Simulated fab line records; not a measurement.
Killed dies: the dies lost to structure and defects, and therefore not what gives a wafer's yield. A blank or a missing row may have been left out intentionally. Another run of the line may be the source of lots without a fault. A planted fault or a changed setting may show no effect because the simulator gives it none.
fab line records	flow nand-harc	part 1 of 2: steps 1 to 4 of 6
record: lots: 20	wafers: 60	last-day: 26
route steps=1159 shown P_STI@88 P_GATE@144 P_M0@267 A_STAIRCASE@559
lots that met no fault: taken from a fault-free run of the same line
start-h: the number of hours between the record's first day and the start of the first shown wafer of the lot	wait-h: hours elapsed since this lot's preceding step	" as in the row above	L1.1+2: one row covering several wafers at once	- value missing, or start not given	* or withheld: withheld	< > ~ a bound
route shown NAME@n: NAME is a module with steps in the file, n the number in the route of the first one	usual: mean and standard deviation over wafers with no fault	same: alike in all rows	chamber/n: place in a boat	sites: each site's reading	_std_site: their standard deviation	_edge_site: outer sites' mean less inner sites'	radius-mm: how far each site lies from the wafer's centre	mask NAME#n: copy n	behind: tool/chamber where the wafer was last shaped	hold: cause of the lot's hold/its duration in hours/its outcome	device: transistor that didn't switch, given as n, p or np	end of line: tests run on the same wafers once the route is complete	where a step has no rows: the recipe by itself	killed: dies lost to structure and defects at the first sort, not the wafer's yield	map: dies across one wafer; x = killed, . = not, _ = none there
set.NAME: setting as actually run; set.NAME@STEP: the setting as run at that earlier step	model.NAME: the simulator's own value behind a step, which no gauge read
route steps across a sampled set of lots; one table per step, one row per wafer
services: from which hour (start-h, from the record's first day; less than 0 if before it) a tool's chamber was out of use, for how many hours, and why
== steps ==
step: NHARC_P_STI_ETCH_42
recipe: target-depth-a: 800	overetch-a: 240	time-s: 61	ion-energy-ev: 200	n2-flow-sccm: 150	h2-flow-sccm: 150	ar-flow-sccm: 0	rf-w: 400	bias-w: 150	chemistry: N2/H2
usual: drypump-motor-current-A: 5.9/0.39	oes-product-au: 0.999/0.012	rf-vpp-V: 431.7/2.4	showerhead-plenum-p-Torr: 2.08/0.085	throttle-valve-pct: 14.171/0.0082
lot.wafer	tool	chamber	start-h	wait-h	drypump-motor-current-A	oes-product-au	rf-hours-counter-h	rf-vpp-V	showerhead-plenum-p-Torr	throttle-valve-pct
L074.1	rie-diel-09	1	36.18	0.1	6.5	1.013	8.2	431.6	2.12	14.161
L074.3	"	2	"	"	6.2	0.993	8.1	432.2	2.17	14.175
L074.6	"	1	"	"	6.6	1.010	-	432.2	2.12	14.172
L075.4	rie-diel-09	0	47.79	0.1	5.3	0.979	8.5	432.3	2.14	14.170
L075.3	"	2	"	"	6.2	0.986	8.2	434.3	2.17	14.162
L075.5	"	3	"	"	5.5	0.987	-	433.5	2.17	14.164
L077.3	rie-diel-09	1	59.74	0.1	6.6	1.012	8.6	432.3	2.12	14.171
L077.6	"	1	"	"	6.6	1.013	-	432.9	2.12	14.156
L077.5	"	2	"	"	6.2	0.981	-	434.8	2.17	14.171
L078.1	rie-diel-03	1	59.89	0.1	5.7	1.016	0.6	434.0	2.17	14.182
L078.3	"	2	"	"	5.7	1.001	0.5	428.5	1.92	14.171
L078.5	"	1	"	"	5.7	1.012	-	435.2	2.17	14.168
L079.3	rie-diel-03	0	65.91	0.1	6.3	1.000	0.8	428.4	2.04	14.160
L079.2	"	1	"	"	5.7	1.010	0.8	433.9	2.17	14.166
L079.4	"	2	"	"	5.8	1.011	0.7	428.1	1.92	14.160
L081.4	rie-diel-03	2	79.10	0.1	5.8	0.993	1.1	427.1	1.92	14.170
L081.6	"	0	"	"	6.3	0.994	-	432.3	2.04	14.163
L081.5	"	1	"	"	5.7	1.012	-	433.9	2.17	14.179
L082.3	rie-diel-03	3	83.25	0.1	5.6	1.000	1.1	431.9	2.07	14.177
L082.6	"	1	"	"	5.7	1.010	-	432.2	2.17	14.154
L082.5	"	2	"	"	5.8	1.005	-	429.2	1.92	14.186
L083.3	rie-diel-03	0	89.25	0.1	6.3	0.996	1.5	432.6	2.04	14.168
L083.1	"	3	"	"	5.5	1.009	1.2	431.0	2.07	14.172
L083.5	"	1	"	"	5.7	1.021	-	434.8	2.17	14.168
L084.3	rie-diel-03	0	95.33	0.1	6.3	0.991	1.6	431.2	2.04	14.168
L084.1	"	2	"	"	5.8	0.999	1.5	426.4	1.92	14.170
L084.6	"	1	"	"	5.7	1.011	-	433.3	2.17	14.162
L087.3	rie-diel-02	3	109.91	0.1	6.1	0.996	3.0	426.9	1.92	14.163
L087.1	"	2	"	"	5.4	0.989	2.9	429.1	2.01	14.189
L087.5	"	3	"	"	6.0	0.985	-	427.3	1.92	14.180
L086.3	rie-diel-09	1	110.08	0.1	6.5	0.995	2.0	431.3	2.12	14.163
L086.4	"	2	"	"	6.2	1.000	2.3	433.2	2.16	14.174
L086.2	"	3	"	"	5.5	1.007	2.3	433.0	2.16	14.176
L088.2	rie-diel-09	2	120.86	0.1	6.2	0.986	3.6	434.4	2.16	14.162
L088.1	"	0	"	"	5.3	0.990	3.8	432.7	2.13	14.161
L088.6	"	3	"	"	5.5	1.002	-	432.1	2.16	14.168
L089.2	rie-diel-02	3	125.10	0.1	6.1	0.996	3.4	426.4	1.92	14.160
L089.1	"	1	"	"	6.2	1.014	2.5	428.4	2.00	14.179
L089.5	"	0	"	"	5.7	1.012	-	432.0	2.08	14.182
L090.3	rie-diel-03	1	132.20	0.1	5.8	1.021	3.1	433.6	2.17	14.166
L090.1	"	0	"	"	6.3	1.004	3.0	431.2	2.04	14.180
L090.6	"	2	"	"	5.8	1.004	-	427.4	1.92	14.171
L091.4	rie-diel-09	3	137.42	0.1	5.5	1.003	4.1	433.5	2.16	14.173
L091.3	"	1	"	"	6.6	0.977	3.7	432.0	2.12	14.192
L091.5	"	0	"	"	5.3	0.992	-	431.5	2.13	14.177
L093.4	rie-diel-09	1	152.49	0.1	6.6	0.997	4.6	432.3	2.12	14.169
L093.6	"	0	"	"	5.3	0.983	-	432.4	2.13	14.155
L093.5	"	1	"	"	6.6	0.980	-	432.0	2.12	14.174
L092.3	rie-diel-09	1	152.66	0.1	6.6	0.985	4.7	432.5	2.12	14.188
L092.2	"	2	"	"	6.2	0.991	5.0	435.8	2.16	14.164
L092.5	"	0	"	"	5.3	0.994	-	432.1	2.13	14.160
L095.1	rie-diel-09	1	162.90	0.1	6.6	0.980	5.5	433.3	2.12	14.180
L095.2	"	3	"	"	5.5	1.014	5.5	433.7	2.16	14.172
L095.4	"	0	"	"	5.3	0.990	5.8	434.0	2.13	14.164
L096.3	rie-diel-03	2	167.23	0.1	5.8	1.014	4.4	426.8	1.91	14.172
L096.5	"	2	"	"	5.8	1.008	-	427.2	1.91	14.170
L096.6	"	3	"	"	5.6	1.010	-	430.0	2.07	14.170
L097.2	rie-diel-03	3	174.90	0.1	5.6	1.002	4.3	430.6	2.07	14.179
L097.1	"	0	"	"	6.3	1.003	4.7	430.1	2.04	14.160
L097.6	"	3	"	"	5.5	1.003	-	429.4	2.07	14.186
step: NHARC_P_GATE_DESCUM_31
recipe: time-s: 3	o2-flow-sccm: 200	ar-flow-sccm: 0	bias-power-w: 0	chemistry: O2
usual: drypump-motor-current-A: 5.8/0.49	oes-product-au: 0.996/0.0084	rf-vpp-V: 57.8/0.92	showerhead-plenum-p-Torr: 1.93/0.083	throttle-valve-pct: 11.311/0.0085
lot.wafer	tool	chamber	start-h	wait-h	drypump-motor-current-A	oes-product-au	rf-hours-counter-h	rf-vpp-V	showerhead-plenum-p-Torr	throttle-valve-pct
L074.1	rie-diel-13	3	91.58	0.1	6.2	0.981	30	56.7	2.00	11.312
L074.3	"	0	"	"	5.6	0.988	31	57.6	1.93	11.320
L074.6	"	0	"	"	5.6	0.994	-	57.0	1.93	11.322
L075.3	rie-diel-07	0	96.87	0.2	6.7	0.997	13	56.8	1.87	11.308
L075.4	"	3	"	"	5.5	0.998	-	58.3	2.07	11.305
L075.5	"	1	"	"	4.7	0.981	-	58.0	1.88	11.306
L078.1	rie-diel-13	0	110.57	0.1	5.5	0.988	1	57.2	1.93	11.311
L078.3	"	2	"	"	6.0	1.011	1	56.9	1.83	11.324
L078.5	"	0	"	"	5.5	1.000	-	58.1	1.93	11.323
L077.3	rie-diel-11	1	110.75	0.1	5.5	1.000	36	58.7	2.02	11.319
L077.5	"	1	"	"	5.5	1.000	-	57.0	2.02	11.313
L077.6	"	2	"	"	5.5	0.987	-	58.6	1.80	11.308
L079.2	rie-diel-07	3	118.38	0.1	5.5	1.013	20	57.7	2.07	11.312
L079.3	"	0	"	"	6.7	0.998	21	56.6	1.86	11.313
L079.4	"	0	"	"	6.7	0.999	-	58.8	1.86	11.315
L082.3	rie-diel-13	2	134.91	0.1	6.0	1.008	6	56.6	1.82	11.313
L082.6	"	0	"	"	5.6	0.994	-	56.5	1.93	11.305
L082.5	"	1	"	"	5.2	0.988	-	56.8	1.96	11.326
L081.4	rie-diel-11	3	135.31	0.1	6.6	1.006	43	57.3	1.98	11.315
L081.5	"	2	"	"	5.5	0.985	-	57.6	1.79	11.313
L081.6	"	3	"	"	6.6	1.012	-	55.7	1.98	11.311
L083.3	rie-diel-11	2	142.75	0.1	5.5	0.983	45	57.6	1.79	11.312
L083.1	"	0	"	"	5.8	0.989	47	57.8	1.96	11.303
L083.5	"	2	"	"	5.5	0.993	-	57.5	1.79	11.335
L084.3	rie-diel-13	0	150.11	0.1	5.6	1.012	9	58.4	1.93	11.305
L084.1	"	1	"	"	5.2	0.995	9	59.0	1.96	11.311
L084.6	"	1	"	"	5.2	0.993	-	57.1	1.96	11.296
L086.3	rie-diel-11	1	167.30	0.1	5.5	1.007	58	59.2	2.02	11.312
L086.2	"	2	"	"	5.5	0.997	57	57.5	1.79	11.320
L086.4	"	3	"	"	6.6	1.013	56	58.5	1.98	11.308
L087.1	rie-diel-13	2	167.75	0.1	6.1	1.002	12	58.3	1.82	11.321
L087.3	"	1	"	"	5.2	0.989	12	58.1	1.96	11.309
L087.5	"	3	"	"	6.2	0.982	-	58.0	2.00	11.302
L088.2	rie-diel-07	3	175.12	0.1	5.5	0.996	36	58.7	2.06	11.301
L088.1	"	2	"	"	6.0	0.990	22	57.1	2.02	11.318
L088.6	"	0	"	"	6.7	0.991	-	57.9	1.86	11.312
L089.1	rie-diel-13	3	175.29	0.1	6.2	0.984	13	60.5	2.00	11.314
L089.2	"	0	"	"	5.6	0.994	13	58.9	1.92	11.316
L089.5	"	2	"	"	6.1	1.005	-	58.3	1.82	11.316
L091.4	rie-diel-07	2	187.25	0.1	6.0	0.984	26	57.0	2.02	11.303
L091.3	"	3	"	"	5.6	1.003	41	59.1	2.06	11.319
L091.5	"	1	"	"	4.7	0.992	-	59.3	1.87	11.293
L090.1	rie-diel-13	3	187.40	0.1	6.2	0.988	14	58.3	2.00	11.317
L090.3	"	2	"	"	6.0	1.003	14	58.6	1.82	11.312
L090.6	"	0	"	"	5.6	1.009	-	58.7	1.92	11.313
L092.3	rie-diel-11	0	205.49	0.1	5.8	0.999	2	58.7	1.95	11.319
L092.2	"	2	"	"	5.5	0.993	2	56.1	1.78	11.306
L092.5	"	0	"	"	5.8	0.995	-	58.5	1.95	11.309
L093.4	rie-diel-11	0	205.83	0.1	5.8	0.995	2	57.9	1.95	11.325
L093.6	"	1	"	"	5.5	0.983	-	58.5	2.01	11.308
L093.5	"	2	"	"	5.5	0.995	-	57.1	1.78	11.312
L095.4	rie-diel-13	1	216.92	0.1	5.2	1.005	20	57.2	1.95	11.300
L095.2	"	2	"	"	6.0	0.997	20	57.4	1.82	11.324
L095.1	"	0	"	"	5.6	0.985	21	57.9	1.92	11.300
L096.3	rie-diel-11	2	222.15	0.1	5.5	0.994	9	56.4	1.78	11.328
L096.6	"	3	"	"	6.6	1.019	-	57.5	1.97	11.296
L096.5	"	0	"	"	5.8	1.000	-	58.1	1.95	11.309
L097.2	rie-diel-13	3	229.02	0.1	6.2	0.992	24	57.5	1.99	11.312
L097.1	"	2	"	"	6.1	0.992	23	58.8	1.82	11.301
L097.6	"	1	"	"	5.2	1.002	-	59.0	1.95	11.320
step: NHARC_P_GATE_ETCH_104
recipe: target-depth-a: 600	time-s: withheld	cf4-flow-sccm: 100	chf3-flow-sccm: 30	ar-flow-sccm: 0	rf-w: 500	bias-w: 200	chemistry: CF4/CHF3
usual: drypump-motor-current-A: 5.8/0.49	oes-product-au: 0.945/0.02	rf-vpp-V: 371.2/2.5	showerhead-plenum-p-Torr: 1.59/0.063	throttle-valve-pct: 16.803/0.0096
lot.wafer	tool	chamber	start-h	wait-h	drypump-motor-current-A	oes-product-au	rf-vpp-V	showerhead-plenum-p-Torr	throttle-valve-pct
L074.3	rie-diel-13	2	91.67	0.1	6.1	0.929	367.5	1.51	16.803
L074.1	"	0	"	"	5.5	0.921	371.3	1.59	16.811
L074.6	"	3	"	"	6.2	0.913	372.7	1.64	16.799
L075.3	rie-diel-07	3	96.97	0.1	5.5	0.947	375.4	1.70	16.811
L075.4	"	1	"	"	4.7	0.935	368.7	1.55	16.804
L075.5	"	3	"	"	5.5	0.948	373.5	1.70	16.828
L077.3	rie-diel-11	0	110.84	0.1	5.8	0.958	371.0	1.61	16.800
L077.5	"	3	"	"	6.6	0.960	374.0	1.63	16.780
L077.6	"	0	"	"	5.8	0.960	371.9	1.61	16.817
L078.3	rie-diel-13	3	110.85	0.3	6.2	0.928	374.2	1.64	16.800
L078.1	"	1	"	"	5.2	0.938	371.2	1.61	16.796
L078.5	"	2	"	"	6.0	0.946	366.9	1.51	16.801
L079.3	rie-diel-07	3	118.47	0.1	5.5	0.967	375.5	1.69	16.795
L079.2	"	0	"	"	6.7	0.963	366.6	1.53	16.805
L079.4	"	0	"	"	6.7	0.956	369.3	1.53	16.806
L082.3	rie-diel-13	1	134.99	0.1	5.2	0.961	371.8	1.61	16.825
L082.6	"	3	"	"	6.2	0.971	373.9	1.64	16.803
L082.5	"	0	"	"	5.6	0.960	372.2	1.58	16.803
L081.4	rie-diel-11	0	135.40	0.1	5.8	0.957	373.6	1.61	16.818
L081.5	"	1	"	"	5.5	0.958	373.8	1.66	16.798
L081.6	"	2	"	"	5.5	0.946	367.9	1.48	16.822
L083.3	rie-diel-11	2	142.84	0.1	5.5	0.954	368.0	1.48	16.803
L083.1	"	0	"	"	5.8	0.976	370.9	1.61	16.796
L083.5	"	2	"	"	5.5	0.947	367.8	1.48	16.818
L084.3	rie-diel-13	2	150.19	0.1	6.0	0.920	369.3	1.50	16.814
L084.1	"	0	"	"	5.6	0.921	372.4	1.58	16.791
L084.6	"	2	"	"	6.0	0.926	369.2	1.50	16.814
L086.3	rie-diel-11	0	167.40	0.1	5.8	0.953	372.0	1.60	16.795
L086.4	"	1	"	"	5.5	0.949	373.2	1.65	16.798
L086.2	"	2	"	"	5.5	0.931	367.5	1.48	16.790
L087.1	rie-diel-13	2	167.84	0.1	6.1	0.955	368.4	1.50	16.804
L087.3	"	0	"	"	5.5	0.967	372.3	1.58	16.787
L087.5	"	2	"	"	6.0	0.959	368.6	1.50	16.807
L088.1	rie-diel-07	3	175.26	0.1	5.6	0.937	373.9	1.69	16.792
L088.2	"	0	"	"	6.6	0.952	369.9	1.53	16.808
L088.6	"	2	"	"	6.0	0.954	371.7	1.66	16.803
L089.2	rie-diel-13	3	175.37	0.1	6.2	0.923	372.8	1.64	16.805
L089.1	"	1	"	"	5.2	0.913	371.7	1.61	16.808
L089.5	"	2	"	"	6.0	0.934	367.6	1.50	16.786
L091.3	rie-diel-07	3	187.32	0.1	5.5	0.959	374.3	1.69	16.813
L091.4	"	2	"	"	5.9	0.945	373.6	1.65	16.802
L091.5	"	0	"	"	6.7	0.942	369.8	1.53	16.792
L090.1	rie-diel-13	1	187.50	0.1	5.2	0.928	372.4	1.61	16.799
L090.3	"	2	"	"	6.1	0.921	368.9	1.50	16.803
L090.6	"	3	"	"	6.2	0.906	373.5	1.64	16.802
L092.2	rie-diel-11	0	205.58	0.1	5.8	0.922	370.6	1.60	16.787
L092.3	"	3	"	"	6.6	0.939	373.2	1.62	16.796
L092.5	"	1	"	"	5.5	0.923	373.6	1.65	16.790
L093.4	rie-diel-11	2	206.03	0.2	5.5	0.936	365.8	1.47	16.795
L093.5	"	2	"	"	5.5	0.937	367.2	1.47	16.802
L093.6	"	3	"	"	6.6	0.930	373.0	1.62	16.804
L095.1	rie-diel-13	0	217.01	0.1	5.6	0.943	371.0	1.58	16.798
L095.2	"	2	"	"	6.0	0.952	368.4	1.50	16.798
L095.4	"	3	"	"	6.2	0.940	372.2	1.64	16.800
L096.3	rie-diel-11	0	222.22	0.1	5.8	0.955	372.1	1.60	16.823
L096.5	"	3	"	"	6.6	0.972	372.6	1.62	16.798
L096.6	"	0	"	"	5.8	0.974	370.8	1.60	16.801
L097.1	rie-diel-13	2	229.13	0.1	6.0	0.952	367.2	1.50	16.792
L097.2	"	3	"	"	6.2	0.948	372.0	1.64	16.820
L097.6	"	1	"	"	5.2	0.955	373.3	1.60	16.807
step: NHARC_P_M0_ETCH_34
recipe: target-depth-a: 400	overetch-a: 120	time-s: 43.94	ion-energy-ev: 200	n2-flow-sccm: 150	h2-flow-sccm: 150	ar-flow-sccm: 0	rf-w: 400	bias-w: 150	chemistry: N2/H2
usual: drypump-motor-current-A: 5.9/0.3	oes-product-au: 0.996/0.013	rf-vpp-V: 429.6/2.8	showerhead-plenum-p-Torr: 2.01/0.1	throttle-valve-pct: 14.173/0.0091
lot.wafer	tool	chamber	start-h	wait-h	drypump-motor-current-A	oes-product-au	rf-hours-counter-h	rf-vpp-V	showerhead-plenum-p-Torr	throttle-valve-pct
L074.1	rie-diel-06	1	116.79	0.1	6.0	1.001	3	426.4	1.90	14.164
L074.3	"	2	"	"	5.6	0.994	3	431.2	2.05	14.151
L074.6	"	1	"	"	5.9	0.988	-	426.3	1.90	14.165
L075.4	rie-diel-06	1	125.34	0.1	6.0	0.992	4	427.2	1.90	14.171
L075.3	"	3	"	"	6.0	0.970	3	425.2	1.90	14.161
L075.5	"	0	"	"	6.4	0.975	-	434.3	2.08	14.169
L077.3	rie-diel-06	3	142.16	0.1	6.0	0.972	4	428.0	1.90	14.176
L077.5	"	0	"	"	6.4	0.981	-	431.9	2.08	14.178
L077.6	"	1	"	"	6.0	0.990	-	427.3	1.90	14.178
L078.3	rie-diel-10	2	142.69	0.1	6.0	0.979	9	427.2	1.96	14.181
L078.1	"	0	"	"	6.1	1.008	9	426.8	1.92	14.167
L078.5	"	2	"	"	6.0	0.968	-	428.5	1.96	14.173
L079.3	rie-diel-08	3	148.35	0.1	5.4	0.986	1	426.4	1.90	14.176
L079.4	"	0	"	"	5.8	1.013	1	429.2	1.96	14.176
L079.2	"	1	"	"	5.8	0.993	0	434.2	2.19	14.171
L082.3	rie-diel-08	1	161.03	0.1	5.8	1.000	1	433.7	2.19	14.173
L082.6	"	1	"	"	5.8	0.994	-	434.4	2.19	14.164
L082.5	"	2	"	"	6.1	0.983	-	429.0	2.03	14.171
L081.4	rie-diel-10	0	168.63	0.1	6.1	1.006	11	429.0	1.92	14.164
L081.5	"	3	"	"	5.4	1.004	-	434.2	2.19	14.165
L081.6	"	0	"	"	6.0	1.004	-	427.0	1.92	14.175
L083.1	rie-diel-08	2	174.24	0.1	6.1	0.991	1	430.5	2.03	14.157
L083.3	"	3	"	"	5.4	0.997	2	427.0	1.90	14.192
L083.5	"	1	"	"	5.8	1.009	-	433.7	2.19	14.171
L084.3	rie-diel-06	1	178.92	0.1	5.9	0.998	8	428.6	1.90	14.166
L084.1	"	2	"	"	5.6	0.999	7	430.5	2.05	14.175
L084.6	"	1	"	"	5.9	1.002	-	427.1	1.90	14.163
L087.1	rie-diel-08	3	192.61	0.1	5.4	1.002	4	424.7	1.90	14.183
L087.3	"	3	"	"	5.4	0.996	-	427.5	1.90	14.172
L087.5	"	3	"	"	5.4	0.990	-	427.4	1.90	14.186
L086.4	rie-diel-10	0	192.78	0.1	6.1	1.004	0	426.8	1.92	14.173
L086.2	"	1	"	"	5.7	1.011	0	430.8	2.00	14.175
L086.3	"	2	"	"	6.0	0.997	1	428.1	1.96	14.170
L088.1	rie-diel-06	3	206.84	0.1	6.0	0.983	10	425.5	1.90	14.160
L088.2	"	1	"	"	6.0	0.997	11	426.8	1.90	14.195
L088.6	"	3	"	"	6.0	0.976	-	425.6	1.90	14.159
L089.1	rie-diel-06	1	207.84	0.1	5.9	0.993	11	426.6	1.90	14.180
L089.2	"	2	"	"	5.6	0.996	10	430.1	2.04	14.163
L089.5	"	1	"	"	6.0	0.991	-	426.1	1.90	14.156
L090.3	rie-diel-10	3	216.61	0.1	5.5	1.020	2	434.5	2.19	14.168
L090.1	"	0	"	"	6.1	1.008	2	429.2	1.92	14.175
L090.6	"	2	"	"	6.0	0.990	-	428.2	1.96	14.173
L091.3	rie-diel-10	3	222.26	0.1	5.5	1.026	2	433.4	2.19	14.181
L091.4	"	0	"	"	6.0	1.008	3	426.4	1.92	14.161
L091.5	"	0	"	"	6.1	1.008	-	427.1	1.92	14.175
L093.4	rie-diel-08	0	239.49	0.1	5.9	1.008	4	427.6	1.96	14.176
L093.5	"	2	"	"	6.1	0.993	-	429.6	2.02	14.167
L093.6	"	3	"	"	5.4	0.995	-	426.8	1.90	14.158
L092.2	rie-diel-10	2	239.63	0.1	6.0	0.993	3	428.9	1.96	14.193
L092.3	"	0	"	"	6.1	1.000	4	427.7	1.92	14.161
L092.5	"	2	"	"	6.0	0.993	-	427.9	1.96	14.168
L095.2	rie-diel-08	0	241.75	0.1	5.8	1.011	4	428.7	1.96	14.198
L095.4	"	1	"	"	5.8	0.993	5	436.0	2.19	14.182
L095.1	"	2	"	"	6.1	1.012	7	429.7	2.03	14.171
L096.3	rie-diel-08	3	247.66	0.1	5.4	0.985	8	427.5	1.90	14.171
L096.5	"	2	"	"	6.0	1.006	-	429.9	2.03	14.177
L096.6	"	3	"	"	5.4	0.991	-	427.1	1.90	14.175
L097.1	rie-diel-10	0	255.64	0.1	6.0	1.007	7	426.4	1.92	14.189
L097.2	"	1	"	"	5.6	1.008	6	428.6	2.00	14.180
L097.6	"	3	"	"	5.5	1.031	-	434.3	2.19	14.182
